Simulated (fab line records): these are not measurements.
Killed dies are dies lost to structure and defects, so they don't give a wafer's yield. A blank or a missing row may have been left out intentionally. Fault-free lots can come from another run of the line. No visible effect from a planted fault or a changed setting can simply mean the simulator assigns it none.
Which tool did it? || flow nandHarc || Sampling: 12 lots, 36 wafers, 5 of 1302 route steps

WHAT EACH GAUGE READ, for each wafer
NHARC_A_ZERO_WELL_INSPECT_17.
{"lot": "L366", "measured": "day 6 23:06", "on": "defectInspect-02", "rawDefectCount": "8 6 5"}
{"lot": "L368", "measured": "day 7 17:11", "on": "defectInspect-01", "rawDefectCount": "5 3 13"}
{"lot": "L369", "measured": "day 8 07:37", "on": "defectInspect-02", "rawDefectCount": "14 5 8"}
{"lot": "L370", "measured": "day 8 14:16", "on": "defectInspect-01", "rawDefectCount": "10 13 19"}
{"lot": "L371", "measured": "day 9 04:10", "on": "defectInspect-02", "rawDefectCount": "4 7 19"}
{"lot": "L372", "measured": "day 9 06:00", "on": "defectInspect-02", "rawDefectCount": "7 14 13"}
{"lot": "L378", "measured": "day 12 01:50", "on": "defectInspect-02", "rawDefectCount": "10 12 11"}
{"lot": "L379", "measured": "day 12 20:43", "on": "defectInspect-01", "rawDefectCount": "4 7 8"}
{"lot": "L382", "measured": "day 13 08:48", "on": "defectInspect-01", "rawDefectCount": "19 13 15"}
{"lot": "L385", "measured": "day 14 20:06", "on": "defectInspect-02", "rawDefectCount": "20 7 4"}
{"lot": "L386", "measured": "day 15 06:53", "on": "defectInspect-02", "rawDefectCount": "6 6 8"}
{"lot": "L389", "measured": "day 16 14:02", "on": "defectInspect-02", "rawDefectCount": "8 8 8"}

NHARC_END_SORT_01.
{"lot": "L379", "measured": "day 30 01:35", "on": "prober-01", "killedAtArray": "23 23 27", "killedAtOther": "0 0 0", "killedAtPeriphery": "1 4 2", "killedDies": "24 27 29", "killedOpen": "1 4 7", "killedShort": "0 0 1"}

TOOL THAT RAN EACH LOT (tool first, then ch and the chambers of the sampled wafers, then the start)
{"lot": "L366", "NHARC_P_BONDPAD_DESCUM_11": "rieDiel-08 ch 1,2, day 6 17:44", "NHARC_P_BONDPAD_CMP_19": "cmp-01 ch 0,1,3, day 6 19:49", "NHARC_A_ZERO_WELL_EXPOSE_07": "krfScanner-04 ch 0, day 6 21:27"}
{"lot": "L368", "NHARC_P_BONDPAD_DESCUM_11": "rieDiel-11 ch 0,1, day 7 11:50", "NHARC_P_BONDPAD_CMP_19": "cmp-01 ch 1,3, day 7 13:51", "NHARC_A_ZERO_WELL_EXPOSE_07": "krfScanner-02 ch 0, day 7 15:35"}
{"lot": "L369", "NHARC_P_BONDPAD_DESCUM_11": "rieDiel-08 ch 1,2, day 8 02:16", "NHARC_P_BONDPAD_CMP_19": "cmp-04 ch 0,1,3, day 8 04:16", "NHARC_A_ZERO_WELL_EXPOSE_07": "krfScanner-04 ch 0, day 8 05:59"}
{"lot": "L370", "NHARC_P_BONDPAD_DESCUM_11": "rieDiel-09 ch 0,1, day 8 08:31", "NHARC_P_BONDPAD_CMP_19": "cmp-03 ch 0,2, day 8 10:57", "NHARC_A_ZERO_WELL_EXPOSE_07": "krfScanner-02 ch 0, day 8 12:39"}
{"lot": "L371", "NHARC_P_BONDPAD_DESCUM_11": "rieDiel-11 ch 0,1,2, day 8 22:50", "NHARC_P_BONDPAD_CMP_19": "cmp-04 ch 1,2, day 9 00:51", "NHARC_A_ZERO_WELL_EXPOSE_07": "krfScanner-04 ch 0, day 9 02:34"}
{"lot": "L372", "NHARC_P_BONDPAD_DESCUM_11": "rieDiel-11 ch 0,1, day 9 00:41", "NHARC_P_BONDPAD_CMP_19": "cmp-04 ch 0,1,2, day 9 02:46", "NHARC_A_ZERO_WELL_EXPOSE_07": "krfScanner-03 ch 0, day 9 04:23"}
{"lot": "L378", "NHARC_P_BONDPAD_DESCUM_11": "rieDiel-09 ch 1,2, day 11 20:23", "NHARC_P_BONDPAD_CMP_19": "cmp-04 ch 0,3, day 11 22:31", "NHARC_A_ZERO_WELL_EXPOSE_07": "krfScanner-04 ch 0, day 12 00:13"}
{"lot": "L379", "NHARC_P_BONDPAD_DESCUM_11": "rieDiel-11 ch 1,3, day 12 15:17", "NHARC_P_BONDPAD_CMP_19": "cmp-03 ch 0,3, day 12 17:23", "NHARC_A_ZERO_WELL_EXPOSE_07": "krfScanner-04 ch 0, day 12 19:04"}
{"lot": "L382", "NHARC_P_BONDPAD_DESCUM_11": "rieDiel-11 ch 0,3, day 13 03:27", "NHARC_P_BONDPAD_CMP_19": "cmp-03 ch 0,1,3, day 13 05:29", "NHARC_A_ZERO_WELL_EXPOSE_07": "krfScanner-02 ch 0, day 13 07:11"}
{"lot": "L385", "NHARC_P_BONDPAD_DESCUM_11": "rieDiel-11 ch 0,2, day 14 14:47", "NHARC_P_BONDPAD_CMP_19": "cmp-04 ch 0,1,2, day 14 16:49", "NHARC_A_ZERO_WELL_EXPOSE_07": "krfScanner-02 ch 0, day 14 18:30"}
{"lot": "L386", "NHARC_P_BONDPAD_DESCUM_11": "rieDiel-08 ch 0,1, day 15 01:34", "NHARC_P_BONDPAD_CMP_19": "cmp-04 ch 0,1,2, day 15 03:38", "NHARC_A_ZERO_WELL_EXPOSE_07": "krfScanner-03 ch 0, day 15 05:17"}
{"lot": "L389", "NHARC_P_BONDPAD_DESCUM_11": "rieDiel-11 ch 0,2, day 16 08:32", "NHARC_P_BONDPAD_CMP_19": "cmp-04 ch 0,2, day 16 10:38", "NHARC_A_ZERO_WELL_EXPOSE_07": "krfScanner-03 ch 0, day 16 12:20"}
- NHARC_P_BONDPAD_DESCUM_11: chemistry O2, time 3 s.
- NHARC_P_BONDPAD_CMP_19: polishes, t overpolish 30 s, cu recess touch 16 s, target thk 160.81 nm.
- NHARC_A_ZERO_WELL_EXPOSE_07: exposes mask A ZERO.

AS READ BY THE TOOLS THEMSELVES (means over the sampled wafers that have a number; for cases with no such wafer, the mark the record gives instead)
NHARC_P_BONDPAD_DESCUM_11.
{"lot": "L366", "tool": "rieDiel-08", "drypumpMotorCurrentA (A)": 5.3, "oesProductAu (a.u.)": 1.010, "rfVppV (V)": 57.9, "showerheadPlenumPTorr (Torr)": 1.84, "throttleValvePct (%)": 11.311}
{"lot": "L368", "tool": "rieDiel-11", "drypumpMotorCurrentA (A)": 6.2, "oesProductAu (a.u.)": 0.987, "rfVppV (V)": 58.6, "showerheadPlenumPTorr (Torr)": 1.99, "throttleValvePct (%)": 11.317}
{"lot": "L369", "tool": "rieDiel-08", "drypumpMotorCurrentA (A)": 5.2, "oesProductAu (a.u.)": 1.002, "rfVppV (V)": 57.6, "showerheadPlenumPTorr (Torr)": 1.86, "throttleValvePct (%)": 11.317}
{"lot": "L370", "tool": "rieDiel-09", "drypumpMotorCurrentA (A)": 5.7, "oesProductAu (a.u.)": 0.994, "rfVppV (V)": 57.7, "showerheadPlenumPTorr (Torr)": 1.82, "throttleValvePct (%)": 11.313}
{"lot": "L371", "tool": "rieDiel-11", "drypumpMotorCurrentA (A)": 5.8, "oesProductAu (a.u.)": 0.990, "rfVppV (V)": 57.5, "showerheadPlenumPTorr (Torr)": 1.91, "throttleValvePct (%)": 11.309}
{"lot": "L372", "tool": "rieDiel-11", "drypumpMotorCurrentA (A)": 6.0, "oesProductAu (a.u.)": 0.989, "rfVppV (V)": 58.4, "showerheadPlenumPTorr (Torr)": 1.93, "throttleValvePct (%)": 11.321}
{"lot": "L378", "tool": "rieDiel-09", "drypumpMotorCurrentA (A)": 5.3, "oesProductAu (a.u.)": 1.006, "rfVppV (V)": 57.8, "showerheadPlenumPTorr (Torr)": 1.83, "throttleValvePct (%)": 11.313}
{"lot": "L379", "tool": "rieDiel-11", "drypumpMotorCurrentA (A)": 6.4, "oesProductAu (a.u.)": 0.997, "rfVppV (V)": 57.9, "showerheadPlenumPTorr (Torr)": 1.99, "throttleValvePct (%)": 11.306}
{"lot": "L382", "tool": "rieDiel-11", "drypumpMotorCurrentA (A)": 6.0, "oesProductAu (a.u.)": 1.013, "rfVppV (V)": 57.8, "showerheadPlenumPTorr (Torr)": 1.86, "throttleValvePct (%)": 11.308}
{"lot": "L385", "tool": "rieDiel-11", "drypumpMotorCurrentA (A)": 5.4, "oesProductAu (a.u.)": 0.996, "rfVppV (V)": 57.0, "showerheadPlenumPTorr (Torr)": 1.82, "throttleValvePct (%)": 11.316}
{"lot": "L386", "tool": "rieDiel-08", "drypumpMotorCurrentA (A)": 5.2, "oesProductAu (a.u.)": 1.019, "rfVppV (V)": 58.4, "showerheadPlenumPTorr (Torr)": 1.88, "throttleValvePct (%)": 11.316}
{"lot": "L389", "tool": "rieDiel-11", "drypumpMotorCurrentA (A)": 5.4, "oesProductAu (a.u.)": 0.992, "rfVppV (V)": 56.2, "showerheadPlenumPTorr (Torr)": 1.82, "throttleValvePct (%)": 11.308}

NHARC_P_BONDPAD_CMP_19.
{"lot": "L366", "tool": "cmp-01", "motorCurrentA (A)": 12.0, "overpolishRunS (s)": 30.004, "padLifeWafers": 338, "slurryFilterDpKPa (kPa)": 13.56}
{"lot": "L368", "tool": "cmp-01", "motorCurrentA (A)": 12.0, "overpolishRunS (s)": 29.991, "padLifeWafers": 43, "slurryFilterDpKPa (kPa)": 13.56}
{"lot": "L369", "tool": "cmp-04", "motorCurrentA (A)": 13.2, "overpolishRunS (s)": 29.995, "padLifeWafers": 248, "slurryFilterDpKPa (kPa)": 13.42}
{"lot": "L370", "tool": "cmp-03", "motorCurrentA (A)": 10.4, "overpolishRunS (s)": 29.998, "padLifeWafers": 67, "slurryFilterDpKPa (kPa)": 13.43}
{"lot": "L371", "tool": "cmp-04", "motorCurrentA (A)": 11.7, "overpolishRunS (s)": 30.003, "padLifeWafers": 330, "slurryFilterDpKPa (kPa)": 13.43}
{"lot": "L372", "tool": "cmp-04", "motorCurrentA (A)": 13.1, "overpolishRunS (s)": 30.000, "padLifeWafers": 338, "slurryFilterDpKPa (kPa)": 13.50}
{"lot": "L378", "tool": "cmp-04", "motorCurrentA (A)": 12.7, "overpolishRunS (s)": 29.997, "padLifeWafers": 248, "slurryFilterDpKPa (kPa)": 13.48}
{"lot": "L379", "tool": "cmp-03", "motorCurrentA (A)": 11.7, "overpolishRunS (s)": 29.998, "padLifeWafers": 80, "slurryFilterDpKPa (kPa)": 13.56}
{"lot": "L382", "tool": "cmp-03", "motorCurrentA (A)": 11.4, "overpolishRunS (s)": 30.006, "padLifeWafers": 146, "slurryFilterDpKPa (kPa)": 13.61}
{"lot": "L385", "tool": "cmp-04", "motorCurrentA (A)": 13.7, "overpolishRunS (s)": 30.003, "padLifeWafers": 62, "slurryFilterDpKPa (kPa)": 13.44}
{"lot": "L386", "tool": "cmp-04", "motorCurrentA (A)": 12.7, "overpolishRunS (s)": 29.994, "padLifeWafers": 110, "slurryFilterDpKPa (kPa)": 13.44}
{"lot": "L389", "tool": "cmp-04", "motorCurrentA (A)": 13.6, "overpolishRunS (s)": 29.988, "padLifeWafers": 241, "slurryFilterDpKPa (kPa)": 13.56}

NHARC_A_ZERO_WELL_EXPOSE_07.
{"lot": "L366", "tool": "krfScanner-04", "exposureDoseMJCm2": 33.88, "stageVelMmS (mm/s)": 500.10}
{"lot": "L368", "tool": "krfScanner-02", "exposureDoseMJCm2": 33.79, "stageVelMmS (mm/s)": 499.72}
{"lot": "L369", "tool": "krfScanner-04", "exposureDoseMJCm2": 33.83, "stageVelMmS (mm/s)": 500.05}
{"lot": "L370", "tool": "krfScanner-02", "exposureDoseMJCm2": 33.85, "stageVelMmS (mm/s)": 499.63}
{"lot": "L371", "tool": "krfScanner-04", "exposureDoseMJCm2": 33.87, "stageVelMmS (mm/s)": 499.97}
{"lot": "L372", "tool": "krfScanner-03", "exposureDoseMJCm2": 33.81, "stageVelMmS (mm/s)": 500.13}
{"lot": "L378", "tool": "krfScanner-04", "exposureDoseMJCm2": 26.03, "stageVelMmS (mm/s)": 500.10}
{"lot": "L379", "tool": "krfScanner-04", "exposureDoseMJCm2": 27.58, "stageVelMmS (mm/s)": 500.18}
{"lot": "L382", "tool": "krfScanner-02", "exposureDoseMJCm2": 33.83, "stageVelMmS (mm/s)": 500.00}
{"lot": "L385", "tool": "krfScanner-02", "exposureDoseMJCm2": 33.82, "stageVelMmS (mm/s)": 500.34}
{"lot": "L386", "tool": "krfScanner-03", "exposureDoseMJCm2": 33.79, "stageVelMmS (mm/s)": 500.56}
{"lot": "L389", "tool": "krfScanner-03", "exposureDoseMJCm2": 33.75, "stageVelMmS (mm/s)": 499.59}

THE ANSWER, worked out from the rows above alone
Rule: the usual values come from the lots themselves. Put in order of their means at a reading, lots are off if they are a third of the lots or fewer, leave a main group of 4 or more, and stand apart from it by a gap of 3 or more times the standard deviation of the main group's means; of several such gaps the widest counts. A main group is skipped when, at the precision printed for the reading in the tables above, its means are all equal. Also off: a lot with no number at a reading for which 4 or more lots have one. The other lots that the step has rows for count as sound. Order of review: gauges by route order, followed by the tools' own readings, for which a lot's mean as printed above is used. At the first step where some lot is off, the reading lying furthest off is the one used; lots without a number count as furthest.
Off, at NHARC_A_ZERO_WELL_EXPOSE_07 on exposureDoseMJCm2: L378, L379. The main group: mean 33.82, standard deviation 0.037.
If a tool, at that step or one of the process steps before it, ran each lot that is off and ran no sound lot following the first of them, it fits. One fits: NHARC_A_ZERO_WELL_EXPOSE_07 on krfScanner-04. Its last sound lot is L371 (day 9 02:34), its first lot that is off L378 (day 12 00:13): a fault that began between those two fits.
The tool's own readings at NHARC_A_ZERO_WELL_EXPOSE_07 bear it out: on the lots that are off they differ by more than 5 times the standard deviation of the sound lots' means. exposureDoseMJCm2 reads 26.80 there against 33.82 on the sound lots.

WHAT THE SIMULATOR PUT IN
Process parameter drift: krfScanner-04, from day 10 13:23 on, at NHARC_A_ZERO_WELL_EXPOSE_07. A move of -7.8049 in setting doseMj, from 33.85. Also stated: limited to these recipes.
Shown lots that were struck: L378, L379. The rule above reached the same finding.
